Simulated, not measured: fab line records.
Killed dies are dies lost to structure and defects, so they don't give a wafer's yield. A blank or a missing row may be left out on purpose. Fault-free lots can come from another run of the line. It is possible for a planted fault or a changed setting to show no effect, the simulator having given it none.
Which of the tools did it? ; flow nandHarc ; 36 wafers from 12 lots sampled at 5 of the route's 1302 steps

WHAT EACH GAUGE READ, for each wafer
NHARC_A_CONTACT_CD_MEAS_53.
lot;measured;on;cdNm (nm)
L075;day 22 12:45;cdSem-03;289.3 289.1 289.5
L077;day 22 18:34;cdSem-02;289.1 289.4 289.5
L079;day 23 09:56;cdSem-01;288.8 288.3 288.4
L081;day 24 08:05;cdSem-01;289.6 289.2 289.3
L082;day 25 13:43;cdSem-01;290.5 290.3 289.9
L086;day 26 17:07;cdSem-03;290.7 290.4 291.1
L087;day 28 09:51;cdSem-02;289.6 289.5 289.3
L089;day 28 09:46;cdSem-01;290.1 289.8 290.2
L091;day 28 13:17;cdSem-02;289.9 290.1 290.0
L092;day 30 00:16;cdSem-03;290.4 290.0 290.4
L095;day 31 11:59;cdSem-03;289.4 289.3 289.0
L096;day 31 17:20;cdSem-02;290.4 290.6 289.9

WHICH TOOL RAN EACH LOT (tool, then ch and the chambers of the sampled wafers, then the start)
lot;NHARC_A_SLIT_STRIP_18;NHARC_A_CONTACT_DEP_29;NHARC_A_CONTACT_ETCH_120;NHARC_A_CONTACT_ETCH_90
L075;rieDiel-11 ch 0,1,3, day 22 06:42 or earlier;pecvd-02 ch 0,2, day 22 06:42;harCapEtch-02 ch 0,1, day 22 11:08;rieDiel-06 ch 0,1,3, day 22 12:34
L077;rieDiel-12 ch 0,1, day 22 12:45 or earlier;pecvd-03 ch 0,1,2, day 22 12:45;harCapEtch-01 ch 0,1, day 22 16:56;rieDiel-04 ch 0,1, day 22 18:20
L079;rieDiel-11 ch 0,2,3, day 23 03:56 or earlier;pecvd-04 ch 1,2, day 23 03:56;harCapEtch-01 ch 0,1, day 23 08:15;rieDiel-06 ch 1,2,3, day 23 09:43
L081;rieDiel-03 ch 0,3, day 24 02:03 or earlier;pecvd-04 ch 0,2, day 24 02:03;harCapEtch-03 ch 0,1, day 24 06:22;rieDiel-06 ch 0,1,3, day 24 07:53
L082;rieDiel-11 ch 0,2,3, day 25 07:41 or earlier;pecvd-03 ch 0,2, day 25 07:41;harCapEtch-01 ch 0,1, day 25 11:58;rieDiel-04 ch 0,2,3, day 25 13:31
L086;rieDiel-11 ch 1,2, day 26 11:15 or earlier;pecvd-04 ch 0,1, day 26 11:15;harCapEtch-01 ch 0,1, day 26 15:28;rieDiel-13 ch 0,2, day 26 16:55
L087;rieDiel-03 ch 0,2,3, day 28 02:55 or earlier;pecvd-04 ch 0,1, day 28 02:55;harCapEtch-01 ch 0,1, day 28 07:52;rieDiel-13 ch 0,3, day 28 09:38
L089;rieDiel-12 ch 1,3, day 28 03:10 or earlier;pecvd-03 ch 1,2, day 28 03:10;harCapEtch-03 ch 0,1, day 28 07:32;rieDiel-04 ch 0,1,3, day 28 09:34
L091;rieDiel-12 ch 0,1,2, day 28 07:09 or earlier;pecvd-04 ch 1,2, day 28 07:09;harCapEtch-03 ch 0,1, day 28 11:37;rieDiel-04 ch 2,3, day 28 13:02
L092;rieDiel-12 ch 2,3, day 29 18:19 or earlier;pecvd-04 ch 0,1,2, day 29 18:19;harCapEtch-01 ch 0,1, day 29 22:38;rieDiel-04 ch 0,1,3, day 30 00:05
L095;rieDiel-03 ch 0,1,2, day 31 06:00 or earlier;pecvd-04 ch 0,1,2, day 31 06:00;harCapEtch-03 ch 0,1, day 31 10:17;rieDiel-13 ch 0,1,2, day 31 11:49
L096;rieDiel-03 ch 1,2,3, day 31 10:28 or earlier;pecvd-02 ch 0,1,2, day 31 10:28;harCapEtch-01 ch 0,1, day 31 15:18;rieDiel-04 ch 0,2,3, day 31 17:08
- NHARC_A_SLIT_STRIP_18: strips in O2.
- NHARC_A_CONTACT_DEP_29: deposits SiON, target thk 100 nm.
- NHARC_A_CONTACT_ETCH_120: etches the open film in C4F8/O2/Ar, time 190 s, target depth 1850 nm.
- NHARC_A_CONTACT_ETCH_90: etches the open film in CH3F/O2, target depth 40 nm, time 85.7 s.

THE ANSWER, worked out from the rows above alone
Rule: what is usual is taken from the lots themselves. The widest of any qualifying gaps counts: lots, ordered by their means at a reading, are off when they make up no more than a third of the lots, leave a main group of 4 or more, and stand apart from it by 3 or more times the standard deviation of that group's means. Not used: any main group whose means are identical at the precision the tables above print for the reading. Also off: a lot with no number at a reading for which 4 or more lots have one. All remaining lots with rows at the step are treated as sound.
Across all readings shown, no lot is off: no conclusion can be drawn from this.

WHAT HAD BEEN PUT IN BY THE SIMULATOR
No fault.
